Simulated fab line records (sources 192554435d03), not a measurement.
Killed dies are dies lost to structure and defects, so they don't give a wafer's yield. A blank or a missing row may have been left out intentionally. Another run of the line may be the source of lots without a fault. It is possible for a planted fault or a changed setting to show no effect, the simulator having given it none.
Which tool is to blame? | flow n5_finfet | 9 lots with 27 wafers sampled at 5 steps, on a route of 1938 steps

## WHAT THE GAUGES SHOWED, per wafer
N5_BEOL_M4_CD_MEAS_11: target cd 16.79 nm. Usual: cd_nm reads 16.76 nm (standard deviation 0.23).
lot  | measured     | on        | cd_nm (nm)        | flag
L785 | day 8 04:47  | cd_sem-01 | 16.88 16.82 16.59 |
L786 | day 8 09:01  | cd_sem-02 | 16.21 16.59 16.91 |
L788 | day 8 23:27  | cd_sem-02 | 16.54 17.08 17.11 |
L789 | day 9 09:26  | cd_sem-02 | 17.08 16.93 16.45 |
L792 | day 9 16:16  | cd_sem-02 | 16.47 16.47 16.65 |
L800 | day 12 20:55 | cd_sem-03 | 16.29 16.65 17.04 |
L804 | day 13 07:11 | cd_sem-01 | 16.41 16.59 16.71 |
L794 | day 13 16:23 | cd_sem-03 | 16.53 16.84 16.55 |
L805 | day 14 07:26 | cd_sem-01 | 17.01 16.76 16.87 |

N5_BEOL_M4_RC_MEAS_101. Usual: DIBL_N 36.3 mV/V, standard deviation 1.9; DIBL_P 36.0 mV/V, standard deviation 2.1; IOFF_N 0.16 nA/um, standard deviation 0.031; IOFF_P 0.21 nA/um, standard deviation 0.035; ION_N 675 uA/um, standard deviation 14; ION_P 464 uA/um, standard deviation 8.5; SS_N 71.5 mV/dec, standard deviation 0.6; SS_P 73.3 mV/dec, standard deviation 0.72; VT_N 250 mV, standard deviation 3.2; VT_P -250 mV, standard deviation 3.1.
lot  | measured     | on        | DIBL_N (mV/V)  | DIBL_P (mV/V)  | IOFF_N (nA/um) | IOFF_P (nA/um) | ION_N (uA/um) | ION_P (uA/um) | SS_N (mV/dec)  | SS_P (mV/dec)  | VT_N (mV)   | VT_P (mV)      | flag
L785 | day 8 15:01  | prober-01 | 34.5 34.5 39.1 | 36.0 36.8 41.7 | 0.14 0.14 0.24 | 0.19 0.20 0.29 | 691 673 698   | 475 464 470   | 70.4 70.9 71.9 | 73.7 74.3 74.9 | 249 251 242 | -252 -250 -247 |
L786 | day 8 18:02  | prober-02 | 36.8 35.1 34.9 | 36.4 34.4 34.6 | 0.15 0.13 0.13 | 0.20 0.18 0.18 | 654 664 668   | 452 455 459   | 72.1 70.7 71.4 | 73.0 72.6 73.1 | 254 253 253 | -254 -253 -253 |
L788 | day 9 06:25  | prober-02 | 39.9 38.3 37.1 | 40.2 37.8 35.9 | 0.22 0.18 0.17 | 0.26 0.23 0.21 | 692 689 701   | 471 473 477   | 72.2 71.7 71.5 | 75.1 73.6 74.6 | 247 247 246 | -246 -246 -248 |
L789 | day 9 15:16  | prober-02 | 39.5 39.9 36.4 | 38.3 38.0 35.1 | 0.19 0.22 0.16 | 0.27 0.27 0.22 | 675 672 677   | 465 460 470   | 72.0 72.6 70.3 | 73.3 73.2 72.6 | 249 247 251 | -247 -244 -247 |
L792 | day 9 22:16  | prober-01 | 35.1 34.2 34.3 | 35.4 34.7 32.9 | 0.14 0.13 0.11 | 0.20 0.19 0.15 | 681 668 656   | 474 459 449   | 71.3 71.3 71.3 | 72.9 73.1 72.6 | 250 254 259 | -250 -251 -254 |
L800 | day 13 19:43 | prober-02 | 37.5 39.9 40.5 | 35.8 38.6 39.5 | 0.16 0.21 0.24 | 0.21 0.25 0.27 | 694 683 715   | 471 462 481   | 71.5 72.6 72.2 | 74.1 74.0 74.0 | 249 245 244 | -249 -247 -245 |
L804 | day 14 12:35 | prober-02 | 35.8 34.3 36.3 | 36.4 34.6 36.0 | 0.15 0.13 0.15 | 0.23 0.19 0.21 | 676 673 676   | 469 465 465   | 72.4 71.7 72.0 | 73.1 72.1 72.5 | 251 253 251 | -249 -250 -249 |
L794 | day 14 14:58 | prober-01 | 36.0 35.6 36.2 | 36.1 35.3 35.1 | 0.17 0.16 0.17 | 0.25 0.23 0.22 | 686 681 678   | 473 468 467   | 71.2 71.7 71.7 | 72.8 72.9 73.2 | 246 247 247 | -243 -249 -248 |
L805 | day 15 04:40 | prober-01 | 36.2 36.5 36.9 | 36.7 36.7 37.3 | 0.15 0.15 0.16 | 0.21 0.21 0.21 | 668 668 665   | 460 458 457   | 71.1 70.7 71.4 | 73.1 73.2 74.1 | 250 251 251 | -249 -248 -250 |

## TOOL THAT RAN EACH LOT (tool first, then ch and the chambers of the sampled wafers, then the start)
lot  | N5_BEOL_M4_ETCH_77                 | N5_BEOL_M4_ALD_98                 | N5_BEOL_M4_ETCHBACK_99
L785 | rie_diel-03 ch 0,1,2, day 8 08:07  | ald_sin-01 ch 0,2, day 8 08:13    | rie_diel-03 ch 0,1,2, day 8 10:32
L786 | rie_diel-03 ch 0,3, day 8 11:52    | ald_sin-03 ch 0,3, day 8 11:58    | rie_diel-02 ch 0,2, day 8 12:46
L788 | rie_diel-03 ch 0,1,2, day 9 02:03  | ald_sin-03 ch 0,2,3, day 9 02:09  | rie_diel-02 ch 1,2, day 9 02:16
L789 | rie_diel-03 ch 0,2, day 9 10:37    | ald_sin-03 ch 1,2,3, day 9 10:43  | rie_diel-02 ch 0,1, day 9 10:51
L792 | rie_diel-02 ch 1,2,3, day 9 17:50  | ald_sin-01 ch 0,1, day 9 17:56    | rie_diel-03 ch 0,1,2, day 9 18:03
L800 | rie_diel-03 ch 0,2, day 12 22:19   | ald_sin-01 ch 0,2, day 12 22:25   | rie_diel-03 ch 0,1,2, day 13 10:14
L804 | rie_diel-02 ch 1,2,3, day 13 08:25 | ald_sin-03 ch 1,3, day 13 08:31   | rie_diel-02 ch 0,1, day 14 07:37
L794 | rie_diel-03 ch 1,3, day 13 17:32   | ald_sin-03 ch 0,2,3, day 13 17:54 | rie_diel-03 ch 0,1,3, day 14 08:55
L805 | rie_diel-04 ch 1,2,3, day 14 08:32 | ald_sin-01 ch 0,1,3, day 14 08:38 | rie_diel-02 ch 0,3, day 14 22:31
- N5_BEOL_M4_ETCH_77: etches underlayer in N2/H2, target depth 6.5 nm, time 5.2 s.
- N5_BEOL_M4_ALD_98: deposits SiO2, target thk 2.5 nm, pulse time 1 s, co reactant pulse time 1 s.
- N5_BEOL_M4_ETCHBACK_99: etches SiO2 in CHF3, target depth 5 nm, time 10.4 s.

## AS READ BY THE TOOLS THEMSELVES (means over the sampled wafers that have a number; for cases with no such wafer, the mark the record gives instead)
N5_BEOL_M4_ETCH_77. Usual: drypump_motor_current_A 5.8 A, standard deviation 0.44; etch_rf_on_time_s 5.18 s, standard deviation 0.17; oes_product_au 0.68 a.u., standard deviation 0.073; rf_vpp_V 525 V, standard deviation 3.2; showerhead_plenum_p_Torr 2.56 Torr, standard deviation 0.11; throttle_valve_pct 17.88 %, standard deviation 0.23.
lot  | tool        | drypump_motor_current_A (A) | etch_rf_on_time_s (s) | oes_product_au (a.u.) | rf_vpp_V (V) | showerhead_plenum_p_Torr (Torr) | throttle_valve_pct (%) | flag
L785 | rie_diel-03 | 5.6                         | 5.32                  | 0.64                  | 523          | 2.50                            | 17.99                  |
L786 | rie_diel-03 | 5.5                         | 5.16                  | 0.68                  | 526          | 2.60                            | 17.73                  |
L788 | rie_diel-03 | 5.5                         | 5.30                  | 0.63                  | 523          | 2.49                            | 18.01                  |
L789 | rie_diel-03 | 5.3                         | 5.37                  | 0.59                  | 520          | 2.49                            | 18.06                  |
L792 | rie_diel-02 | 6.2                         | 5.03                  | 0.72                  | 526          | 2.66                            | 17.77                  |
L800 | rie_diel-03 | 5.3                         | 7.18                  | 0.57                  | 525          | 2.58                            | 17.96                  | OFF
L804 | rie_diel-02 | 6.2                         | 5.02                  | 0.70                  | 526          | 2.64                            | 17.85                  |
L794 | rie_diel-03 | 5.8                         | 6.21                  | 0.62                  | 525          | 2.59                            | 17.86                  | OFF
L805 | rie_diel-04 | 6.0                         | 5.07                  | 0.68                  | 522          | 2.47                            | 17.89                  |

N5_BEOL_M4_ALD_98. Usual: heater_power_w 78 W, standard deviation 7.7; precursor_pulse_height_rel 1.000, standard deviation 0.018.
lot  | tool       | heater_power_w (W) | precursor_pulse_height_rel | flag
L785 | ald_sin-01 | 81                 | 1.009                      |
L786 | ald_sin-03 | 79                 | 0.991                      |
L788 | ald_sin-03 | 75                 | 1.012                      |
L789 | ald_sin-03 | 68                 | 1.009                      |
L792 | ald_sin-01 | 77                 | 1.002                      |
L800 | ald_sin-01 | 82                 | 1.001                      |
L804 | ald_sin-03 | 71                 | 1.002                      |
L794 | ald_sin-03 | 76                 | 0.989                      |
L805 | ald_sin-01 | 78                 | 1.000                      |

N5_BEOL_M4_ETCHBACK_99. Usual: CHF3_flow_sccm 12.00 sccm, standard deviation 0.036; drypump_motor_current_A 5.9 A, standard deviation 0.41; oes_product_au 0.79 a.u., standard deviation 0.078; rf_vpp_V 244 V, standard deviation 4.5; showerhead_plenum_p_Torr 2.18 Torr, standard deviation 0.092; throttle_valve_pct 17.09 %, standard deviation 0.22.
lot  | tool        | CHF3_flow_sccm (sccm) | drypump_motor_current_A (A) | oes_product_au (a.u.) | rf_vpp_V (V) | showerhead_plenum_p_Torr (Torr) | throttle_valve_pct (%) | flag
L785 | rie_diel-03 | 11.99                 | 5.6                         | 0.75                  | 241          | 2.13                            | 17.25                  |
L786 | rie_diel-02 | 11.98                 | 6.2                         | 0.74                  | 248          | 2.13                            | 17.17                  |
L788 | rie_diel-02 | 12.00                 | 6.1                         | 0.83                  | 245          | 2.28                            | 16.96                  |
L789 | rie_diel-02 | 11.99                 | 6.3                         | 0.78                  | 247          | 2.13                            | 17.10                  |
L792 | rie_diel-03 | 11.99                 | 5.5                         | 0.74                  | 240          | 2.12                            | 17.28                  |
L800 | rie_diel-03 | 12.00                 | 5.6                         | 0.81                  | 242          | 2.20                            | 17.19                  |
L804 | rie_diel-02 | 12.01                 | 6.3                         | 0.73                  | 246          | 2.12                            | 17.17                  |
L794 | rie_diel-03 | 12.00                 | 5.6                         | 0.84                  | 243          | 2.24                            | 17.06                  |
L805 | rie_diel-02 | 12.06                 | 6.3                         | 0.77                  | 243          | 2.13                            | 17.21                  |

## THE ANSWER, worked out from the rows above alone
Rule: lot off if the mean of its wafers having a number is beyond 3 standard deviations from the usual mean. Also off: a lot with no number at a reading for which 4 or more lots have one. The other lots that the step has rows for count as sound. The gauges are gone through in route order, then the tools' own readings, and for those a lot's mean is taken as printed above. The first step at which some lot is off is used, and at that step the reading that is off furthest; a lot without a number counts as furthest.
Off: L800, L794 (N5_BEOL_M4_ETCH_77, etch_rf_on_time_s).
If a tool, at that step or one of the process steps before it, ran each lot that is off and ran no sound lot following the first of them, it fits. One fits: N5_BEOL_M4_ETCH_77 on rie_diel-03. A fault onset in the window from L789 (day 9 10:37, its last sound lot) to L800 (day 12 22:19, its first lot off) fits.
On the lots that are off, the tool's own readings at N5_BEOL_M4_ETCH_77 differ by more than 5 times the standard deviation of the sound lots' means, which bears it out; etch_rf_on_time_s reads 6.70 s there versus 5.18 s on the sound lots.

## WHAT THE SIMULATOR PUT IN
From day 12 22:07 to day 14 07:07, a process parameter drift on rie_diel-03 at N5_BEOL_M4_ETCH_77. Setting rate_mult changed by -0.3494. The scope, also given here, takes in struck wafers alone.
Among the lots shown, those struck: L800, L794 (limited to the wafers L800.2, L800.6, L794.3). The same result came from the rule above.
